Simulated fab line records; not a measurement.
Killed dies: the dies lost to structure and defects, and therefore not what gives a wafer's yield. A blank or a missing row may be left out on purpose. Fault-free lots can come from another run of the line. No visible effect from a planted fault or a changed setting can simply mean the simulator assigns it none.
Code-filled problem report in 8D (eight disciplines) form || flow nandHarc || the parts of the form that need people (team, actions taken, sign-off) are left out

1. WHAT WENT WRONG
Wafers with no fault read 3.8 with a standard deviation of 2.5, whereas killedAtPeriphery at NHARC_END_SORT_01 reads a mean of 619.0 on 1 wafer of 1 lot. So: +99 or more standard deviations from the usual mean.
Earliest sighting: wafer L286.3 on prober-02 at day 30 21:08. At this step, 21 wafers from 7 lots have a number in the record. The rule behind "out" and "out of limits": a value lying over 4 standard deviations away from the usual mean. The rest of the wafers with a number are treated as sound.

2. WHAT THIS IS AND IS NOT
{"question": "which readings at this step", "is": "killedAtPeriphery, defectLimitedYield, killedDies", "is not": "killedAtArray, killedAtOther, killedOpen, killedShort"}
{"question": "which lots", "is": "L286", "is not": "L273, L274, L277, L279, L290, L293"}
{"question": "which wafers of those lots", "is": "L286.3", "is not": "L286.1, L286.2"}
{"question": "read on which gauges", "is": "prober-02", "is not": "prober-01"}
{"question": "when", "is": "from day 30 21:08", "is not": "up to then (17 sound wafers); but 3 sound wafers of L293 came after"}

3. WHAT RULES OUT EACH SUSPECT
Counting: if a tool at a process step up to the reading ran every lot that is out, it stays a suspect. Sound lots after the first of them don't rule it out here, since some wafers of a struck lot are sound.
- the gauge at NHARC_END_SORT_01: kept. All the wafers that are out were read on prober-02, and no step on other tools shows them out.
- pvdSputter-01 at NHARC_P_M2_PVD_21 (deposits Cu, target thk 30 nm, time 20.49 s): kept. The lot that is out, L286, ran on it at day 12 17:31; the last sound lot it ran before that was L279, at day 9 07:26.
- rieDiel-03 at NHARC_THIN_TSV_ETCHBACK_48 (etches the open film in C4F8/Ar, target depth 1028.5 nm, time 405.17 s): kept. The lot that is out, L286, ran on it at day 30 03:44; the last sound lot it ran before that was L273, at day 24 08:02.
After the count, these remain: pvdSputter-01 at NHARC_P_M2_PVD_21, rieDiel-03 at NHARC_THIN_TSV_ETCHBACK_48 and prober-02 at NHARC_END_SORT_01.

4. THE CAUSE (what the simulator had put in)
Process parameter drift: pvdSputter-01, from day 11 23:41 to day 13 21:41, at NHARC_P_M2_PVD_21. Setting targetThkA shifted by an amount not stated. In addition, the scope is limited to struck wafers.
Counting left 3 suspects, and this tool is among them.

5. THE CHAIN OF EFFECTS, in route order
One row per reading whose mean, taken over the struck wafers that have a number, lies over 3 standard deviations from the usual. Only readings whose record carries a usual standard deviation are examined. hours: median over the lots of the time between each lot's start at the first step of this table that gives one and its start at this step. sigmas: the change, counted in usual standard deviations.
{"hours": 0, "step": "NHARC_END_SORT_01", "reading": "defectLimitedYield", "usual": "91.2 %", "on struck wafers": 0.0, "change": -91.2, "sigmas": -35}
{"hours": 0, "step": "NHARC_END_SORT_01", "reading": "killedAtPeriphery", "usual": 3.8, "on struck wafers": 619.0, "change": "+615.2", "sigmas": "+99 or more"}
{"hours": 0, "step": "NHARC_END_SORT_01", "reading": "killedDies", "usual": 60, "on struck wafers": 677, "change": "+617", "sigmas": "+34"}

6. WHAT WOULD HAVE CAUGHT IT SOONER
The first out-of-limits reading at a measuring or inspecting step in this record came at day 30 21:08, 453 hours after the fault's start at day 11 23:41.
No tool reading at NHARC_P_M2_PVD_21 that has a usual standard deviation in the record was out on any struck wafer, so an alarm limit of 4 standard deviations on those readings would not have fired.
The start of NHARC_P_M2_PVD_21 on pvdSputter-01 came by day 30 21:08 for every one of the lots that are out (1). Tool hold at that time: it would have spared none of them.
